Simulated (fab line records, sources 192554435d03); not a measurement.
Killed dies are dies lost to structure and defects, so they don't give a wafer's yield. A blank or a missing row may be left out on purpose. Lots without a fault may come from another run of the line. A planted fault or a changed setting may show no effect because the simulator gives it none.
Split-lot experiment | flow n5_finfet | 7 lots, 21 wafers read, on a route of 1938 steps

THE SPLIT
At N5_FIN_SAQP_EXPOSE_13 (exposes mask FIN CORE, target cd 35.6 nm), the setting dose_mj was moved away from the recipe's 63.25 on 3 of the 21 wafers read, by -6.0% to +1.9%. The other wafers ran this setting at the recipe's value.

FROM THE SPLIT TO THE READING: what the file shows between them, 2 steps
- N5_FIN_SAQP_PEB_14: peb time 60 s
- N5_FIN_SAQP_DEVELOP_15: develop time 30 s

THE READING
cd_nm, in nm, at N5_FIN_SAQP_CD_MEAS_16 (target cd 35.6 nm). Fault-free wafers of this fab line usually give 35.8 nm, standard deviation 0.34 nm.

wafer  | tool, chamber at the split | dose_mj as run | against the recipe | cd_nm, nm | against lot-mates on the recipe
L074.1 | arfi_scanner-03, 0         | 63.25          | recipe             | 35.6      | -
L074.3 | arfi_scanner-03, 0         | 63.25          | recipe             | 35.7      | -
L074.5 | arfi_scanner-03, 0         | 63.25          | recipe             | 35.7      | -
L077.3 | arfi_scanner-01, 0         | 63.25          | recipe             | 36.3      | -
L077.4 | arfi_scanner-01, 0         | 63.25          | recipe             | 35.8      | -
L077.5 | arfi_scanner-01, 0         | 63.25          | recipe             | 35.9      | -
L081.3 | arfi_scanner-03, 0         | 63.25          | recipe             | 35.7      | -
L081.5 | arfi_scanner-03, 0         | 59.44          | -6.0%              | 38.1      | +2.4
L081.6 | arfi_scanner-03, 0         | 59.44          | -6.0%              | 37.5      | +1.8
L085.3 | arfi_scanner-03, 0         | 63.25          | recipe             | 36.1      | -
L085.4 | arfi_scanner-03, 0         | 63.25          | recipe             | 36.3      | -
L085.5 | arfi_scanner-03, 0         | 63.25          | recipe             | 35.9      | -
L089.1 | arfi_scanner-01, 0         | 63.25          | recipe             | 35.8      | -
L089.3 | arfi_scanner-01, 0         | 63.25          | recipe             | 35.3      | -
L089.5 | arfi_scanner-01, 0         | 63.25          | recipe             | 35.6      | -
L093.2 | arfi_scanner-02, 0         | 63.25          | recipe             | 35.5      | -
L093.5 | arfi_scanner-02, 0         | 63.25          | recipe             | 35.5      | -
L093.6 | arfi_scanner-02, 0         | 63.25          | recipe             | 35.2      | -
L096.1 | arfi_scanner-02, 0         | 63.25          | recipe             | 36.0      | -
L096.2 | arfi_scanner-02, 0         | 64.48          | +1.9%              | 35.0      | -0.6
L096.5 | arfi_scanner-02, 0         | 63.25          | recipe             | 35.3      | -

THE FIT
A straight line over all 21 wafers: cd_nm changes by -0.345 nm for each +1% of dose_mj; r = -0.90; the points scatter about the line by 0.32 nm.
The same after taking each lot's own level away (the mean of its wafers on the recipe; 21 wafers): -0.348 nm for each +1%; r = -0.95; scatter 0.21 nm.
On that fit, the largest move of dose_mj shifts the reading by 2.1 nm.
The lots' own levels span 35.40 to 36.10 nm, that is 2.1 times the standard deviation above.
So the lot-to-lot level changes the slope little: the two slopes agree.
Check: with one of the wafers moved furthest among these (-6.0%) left out of the fit, the line predicts +1.82 nm for it against its lot-mates. It came out at +2.4 nm against them.

OTHER SPLITS ON THESE WAFERS
These wafers also went through other splits before the reading. Each is held against what the fit with the lots' levels taken away leaves over:
other split on the same wafers            | wafers away from the commonest value | r with cd_nm (lot level and that fit taken away)
N5_PMOS_HMC_CHANNEL_EPI_PEB_07 peb_time_s | 6                                    | +0.24
N5_PMOS_HMC_CHANNEL_EPI_DESCUM_14 time_s  | 6                                    | -0.14
N5_FIN_SAQP_COAT_49 spin_rpm              | 7                                    | +0.05

THE FILE'S OWN FIT
cd_nm changes by -0.344 nm for each +1% of dose_mj, r = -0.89.
